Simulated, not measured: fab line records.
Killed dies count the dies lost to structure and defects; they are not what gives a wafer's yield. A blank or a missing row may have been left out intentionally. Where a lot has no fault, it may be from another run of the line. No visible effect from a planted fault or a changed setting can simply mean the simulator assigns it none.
A lot that was struck, set against a sound lot    flow n5 finfet    15 steps out of a route of 1938
Sound: the wafers L841.1, L841.3, L841.4. The struck wafers were L834.3, L834.5, L834.6. At the end, the cause is stated.
Each step with rows lists, per side, the tool, then ch with its chambers, then its first start. Under that, the readings that differ: sound wafers    struck wafers    difference of the means    sigmas: that difference in standard deviations of wafers without a fault.
alike: a reading whose means differ by less than 2 such deviations, as well as words and numbers matching on both sides. not compared: withheld readings; readings where some wafer has no value; bounds like >300 that might hide an equal value; numbers whose values overlap and for which the record gives no deviation.
The two part at a step that has a row with sigmas, a row that says differs or no value, or rows on one side only. Numbers that don't overlap but have no deviation are shown without sigmas and don't part them. A reading missing from all wafers of one side parts the sides only when that side holds two or more wafers.

N5_MOL_CONTACT_COAG_CD_MEAS_101: target cd 16 nm.
  struck on cd sem-01, day 6 22:07; sound on cd sem-02, day 8 16:07
  alike: cd nm
then, 1 step without rows for these wafers: N5_MOL_CONTACT_COAG_PRE_CLEAN_121.
N5_MOL_CONTACT_COAG_CVD_140: deposits W, target thk 66.5 nm, time 215 s.
  sound on cvd w-01 ch 0,1, day 8 16:15; struck on cvd w-01 ch 0,1, day 6 22:20
  alike: heater power w, susceptor temp C
then, 2 steps without rows for these wafers: N5_MOL_CONTACT_COAG_PRECLEAN_127 (cleans in DIW, time 57.5 s); N5_MOL_CONTACT_COAG_SRD_128 (dry time 32 s).
N5_MOL_CONTACT_COAG_CMP_52: polishes, stops on SiO2, t overpolish 1.5 s, target thk 66.5 nm.
  sound on cmp-03 ch 1,2,3, day 8 16:37; struck on cmp-01 ch 0,1,3, day 6 22:39
  alike: motor current A, overpolish run s, time to endpoint s
N5_MOL_CONTACT_COAG_THK_MEAS_53:
  struck on film metro-01, day 6 22:52; sound on film metro-02, day 8 16:52
  alike: VIA_MOL_THK
N5_MOL_CONTACT_COAG_ANNEAL_112: time 1800 s.
  sound on hp anneal-01 ch 0, day 8 17:37; struck on hp anneal-01 ch 0, day 6 22:53
  alike: wafer_temp_C_max, zone power lower pct, zone power top pct
N5_MOL_CONTACT_COAG_INSPECT_97: inspects for defects (darkfield).
  struck on defect inspect-01, day 7 01:58; sound on defect inspect-01, day 8 20:38
  alike: raw defect count
N5_BEOL_M0_SAQP_PECVD_00: deposits SiCN from 3MS/NH3, target thk 8 nm, time 14 s.
  sound on pecvd-04 ch 0,1, day 8 20:59; struck on pecvd-01 ch 1,2, day 7 02:15
  alike: showerhead plenum p Torr, throttle valve pct
then, 1 step without rows for these wafers: N5_BEOL_M0_SAQP_ILD_DEP_01 (deposits SiOC from DEMS/O2, target thk 45.419 nm, time 8.7 s).
N5_BEOL_M0_SAQP_HM_DEP_02: deposits TiN, target thk 12 nm.
  struck on pvd sputter-02, day 7 03:26; sound on pvd sputter-03, day 8 22:41
  no value came back on the struck wafers for chamber pressure pa (Pa), substrate temp c (C), susceptor temp C (C), throttle valve pct (%); on the sound wafers chamber pressure pa (Pa) reads 0.4988 0.5001 0.5005
N5_BEOL_M0_SAQP_PECVD_03: deposits SiCN from 3MS/NH3, target thk 12 nm, time 21.1 s.
  sound on pecvd-02 ch 0,1, day 8 22:48; struck on pecvd-04 ch 0,1, day 7 03:33
  alike: showerhead plenum p Torr, throttle valve pct
N5_BEOL_M4_RC_MEAS_101:
  the record has rows for the sound wafers here (prober-02 ch 0, day 15 18:53) and none for the struck ones
-- a jump in the record: the struck wafers' starts before and after are 10 days apart (it breaks off in module BEOL_M4 and resumes in module PASSIVATION, where the first step shown is number 1936 of the route) --
N5_PASSIVATION_PROBE_49:
  rows exist in the record for the struck wafers here (prober-01, day 17 04:38), but not for the sound ones

## WHERE THEY PART
Last at N5_PASSIVATION_PROBE_49 as far as this record goes, first at N5_BEOL_M0_SAQP_HM_DEP_02.

WHY: what had been put in by the simulator
Beginning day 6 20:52, the whole step at N5_BEOL_M0_SAQP_HM_DEP_02 was skipped on pvd sputter-02. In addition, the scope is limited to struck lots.
